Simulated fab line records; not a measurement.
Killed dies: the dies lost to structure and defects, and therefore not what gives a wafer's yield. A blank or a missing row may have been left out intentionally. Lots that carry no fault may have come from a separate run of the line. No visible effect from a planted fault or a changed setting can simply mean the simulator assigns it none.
Matching of chambers ; flow nand harc ; NHARC_A_STAIRCASE_DESCUM_443 on rie diel-12: 4 sister chambers
The step chemistry O2, time 3 s. 18 wafers are shown with their chamber, then 9 later ones without.

== WAFERS PAIRED WITH THEIR CHAMBERS ==
wafer;chamber;showerhead plenum p Torr (Torr);oes product au (a.u.);rf vpp V (V)
L075.1;1;1.84;0.988;56.8
L075.2;3;1.95;1.000;57.5
L075.3;0;1.96;0.978;58.0
L076.2;0;1.96;0.971;57.5
L076.3;1;1.84;1.009;58.4
L076.6;1;1.84;1.008;58.1
L082.2;1;1.84;1.008;57.3
L082.5;0;1.96;0.981;58.1
L082.6;3;1.95;0.991;57.5
L080.1;2;2.01;0.982;59.5
L080.4;0;1.96;0.975;58.6
L080.5;3;1.95;0.992;57.6
L081.1;1;1.83;1.008;57.4
L081.2;2;2.01;0.992;58.0
L081.4;0;1.95;0.984;58.5
L084.3;2;2.00;0.971;57.2
L084.4;3;1.94;1.004;57.9
L084.5;0;1.95;0.975;58.1

SIGNATURES, as means of the wafers listed above
reading;chamber 0;chamber 1;chamber 2;chamber 3;scatter within a chamber
showerhead plenum p Torr;1.9567;1.8380;2.0067;1.9475;0.00504
oes product au;0.97733;1.00420;0.98167;0.99675;0.00745
rf vpp V;58.133;57.600;58.233;57.625;0.613
Rule: for a wafer and a chamber, the distance is found by dividing, reading by reading, the gap between the wafer's reading and the chamber's mean by the reading's scatter, squaring, summing and taking the root. The wafer belongs to the nearest chamber; if the next one is less than 2 further off, it can't be placed. The scatter: take each reading less its chamber's mean, square it, sum over the shown wafers, divide by the number of wafers less the number of chambers, and take the root.

== WAFERS WITH NO CHAMBER GIVEN ==
wafer;showerhead plenum p Torr (Torr);oes product au (a.u.);rf vpp V (V)
L092.4;1.95;0.988;59.1
L092.5;1.94;0.986;55.8
L092.6;1.95;0.986;57.5
L091.2;1.94;0.985;59.1
L091.4;2.00;0.979;58.5
L091.5;1.83;1.018;57.7
L097.1;1.99;0.990;59.7
L097.4;1.83;1.007;58.2
L097.5;1.93;1.007;58.0

== CHAMBER TAKEN BY EACH ==
wafer;from the rows above;in truth
L092.4;can't be placed: 0 or 3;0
L092.5;can't be placed: 3 or 0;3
L092.6;can't be placed: 3 or 0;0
L091.2;can't be placed: 3 or 0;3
L091.4;2;2
L091.5;1;1
L097.1;2;2
L097.4;1;1
L097.5;3;3
Placed correctly: 5 of 9. Unplaceable from these rows: 4, with the true chamber sitting among the candidates in 4. Wrongly placed: 0.
